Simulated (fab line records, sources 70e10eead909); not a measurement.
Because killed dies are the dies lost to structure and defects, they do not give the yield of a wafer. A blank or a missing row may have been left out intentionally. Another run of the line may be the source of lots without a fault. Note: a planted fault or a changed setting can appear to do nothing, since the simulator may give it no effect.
Tool commonality check -- flow nandHarc -- 11 lots and 33 wafers in the sample

== WHY THIS WAS OPENED ==
At NHARC_END_SORT_01 the reading killedAtArray is flagged on 3 of 11 lots. Fault-free wafers read 26, with a standard deviation of 9.7.
Rule: a lot is flagged in two cases, either no wafer of it has a number, or all its wafers with numbers fall more than 4 standard deviations from that mean. The other lots count as sound.

lot,measured,on,"killedAtArray, wafer by wafer",flag
L635,day 21 10:55,prober-01,672 675 673,FLAGGED
L637,day 21 12:04,prober-02,673 671 673,FLAGGED
L636,day 21 21:27,prober-02,676 674 676,FLAGGED
L643,day 22 12:08,prober-02,31 32 28,
L644,day 23 21:55,prober-01,38 34 43,
L647,day 23 23:39,prober-02,14 15 20,
L648,day 24 05:40,prober-01,33 41 47,
L649,day 24 08:17,prober-02,31 26 32,
L650,day 25 03:33,prober-01,18 20 21,
L652,day 25 03:33,prober-02,23 33 43,
L651,day 25 11:17,prober-02,31 38 24,
Average over the flagged lots: 674; offset from the usual +648, equal to +67 standard deviations.

== EACH LOT AND THE TOOL IT RAN ON ==
4 process steps preceding the reading are held in the record, out of 1159 steps in the route. Cell contents, in order: the tool; ch with the chambers the sampled wafers went through; the start.
lot,flag,NHARC_A_ONON_D1_DEP_33,NHARC_A_CHANNEL_HOLE_D1_ETCH_34,NHARC_A_CHANNEL_HOLE_D1_ETCH_20,NHARC_A_CHANNEL_HOLE_D1_ETCH_23
L635,FLAGGED,"pecvd-03 ch 0,1,2, day 10 01:12","rieDiel-02 ch 0,2,3, day 10 04:59","harEtch-02 ch 0,1, day 10 06:07","harEtch-02 ch 0,1, day 10 07:38"
L637,FLAGGED,"pecvd-02 ch 0,1,2, day 10 01:11","rieDiel-07 ch 0,2, day 10 05:36","harEtch-01 ch 0, day 10 06:38","harEtch-01 ch 0, day 10 08:01"
L636,FLAGGED,"pecvd-04 ch 0,1, day 10 01:16","rieDiel-09 ch 2,3, day 10 06:00","harEtch-02 ch 0,1, day 10 10:13","harEtch-02 ch 0,1, day 10 11:40"
L643,,"pecvd-03 ch 0,1,2, day 11 18:21","rieDiel-02 ch 1,2, day 11 22:01","harEtch-01 ch 0,1, day 11 22:57","harEtch-01 ch 0,1, day 12 00:20"
L644,,"pecvd-02 ch 1,2, day 12 03:00","rieDiel-02 ch 0,1,2, day 12 06:40","harEtch-01 ch 0,1, day 12 07:32","harEtch-01 ch 0,1, day 12 08:52"
L647,,"pecvd-03 ch 0,2, day 12 11:07","rieDiel-09 ch 0,1, day 12 15:14","harEtch-02 ch 0,1, day 12 17:27","harEtch-02 ch 0,1, day 12 18:54"
L648,,"pecvd-03 ch 0,2, day 12 16:43","rieDiel-07 ch 1,2,3, day 12 20:26","harEtch-02 ch 0,1, day 12 21:34","harEtch-02 ch 0,1, day 12 22:57"
L649,,"pecvd-04 ch 0,1,2, day 12 16:53","rieDiel-02 ch 1,2,3, day 12 21:11","harEtch-01 ch 0,1, day 12 22:20","harEtch-01 ch 0,1, day 12 23:48"
L650,,"pecvd-02 ch 1,2, day 13 05:26","rieDiel-02 ch 0,1,3, day 13 10:44","harEtch-02 ch 0,1, day 13 11:39","harEtch-02 ch 0,1, day 13 13:02"
L652,,"pecvd-03 ch 0,1, day 13 23:46","rieDiel-02 ch 1,3, day 14 03:41","harEtch-02 ch 0,1, day 14 04:35","harEtch-02 ch 0,1, day 14 05:58"
L651,,"pecvd-02 ch 1,2, day 13 23:51","rieDiel-07 ch 0,1,3, day 14 03:50","harEtch-02 ch 0,1, day 14 08:42","harEtch-02 ch 0,1, day 14 10:01"
What the steps here do:
- NHARC_A_ONON_D1_DEP_33: deposits SiO2, target thk 200 nm.
- NHARC_A_CHANNEL_HOLE_D1_ETCH_34: etches the open film in CF4/CHF3, target depth 154 nm, time 77 s.
- NHARC_A_CHANNEL_HOLE_D1_ETCH_20: etches the open film in C4F8/O2/Ar, time 361.9 s, target depth 1600 nm.
- NHARC_A_CHANNEL_HOLE_D1_ETCH_23: etches the open film in C4F8/O2/Ar, time 819 s, target depth 1600 nm.
- NHARC_END_SORT_01

== FLAGGED AGAINST TOTAL, ONE TOOL AT A TIME (gauges that did the reading follow at the end) ==
step,tool,lots run,flagged,share of the flagged lots,sound lots run after its first flagged lot
NHARC_A_ONON_D1_DEP_33,pecvd-02,4,1,some,"3 (L644,L650,L651)"
NHARC_A_ONON_D1_DEP_33,pecvd-03,5,1,some,"4 (L643,L647,L648,L652)"
NHARC_A_ONON_D1_DEP_33,pecvd-04,2,1,some,1 (L649)
NHARC_A_CHANNEL_HOLE_D1_ETCH_34,rieDiel-02,6,1,some,"5 (L643,L644,L649,L650,L652)"
NHARC_A_CHANNEL_HOLE_D1_ETCH_34,rieDiel-07,3,1,some,"2 (L648,L651)"
NHARC_A_CHANNEL_HOLE_D1_ETCH_34,rieDiel-09,2,1,some,1 (L647)
NHARC_A_CHANNEL_HOLE_D1_ETCH_20,harEtch-01,4,1,some,"3 (L643,L644,L649)"
NHARC_A_CHANNEL_HOLE_D1_ETCH_20,harEtch-02,7,2,some,"5 (L647,L648,L650,L652,L651)"
NHARC_A_CHANNEL_HOLE_D1_ETCH_23,harEtch-01,4,1,some,"3 (L643,L644,L649)"
NHARC_A_CHANNEL_HOLE_D1_ETCH_23,harEtch-02,7,2,some,"5 (L647,L648,L650,L652,L651)"
NHARC_END_SORT_01,prober-01,4,1,some,"3 (L644,L648,L650)"
NHARC_END_SORT_01,prober-02,7,2,some,"5 (L643,L647,L649,L652,L651)"

== WHAT IS ALLOWED BY THE TABLE ==
No row of the table ran every flagged lot.

== WHAT THE SIMULATOR HAD INSERTED ==
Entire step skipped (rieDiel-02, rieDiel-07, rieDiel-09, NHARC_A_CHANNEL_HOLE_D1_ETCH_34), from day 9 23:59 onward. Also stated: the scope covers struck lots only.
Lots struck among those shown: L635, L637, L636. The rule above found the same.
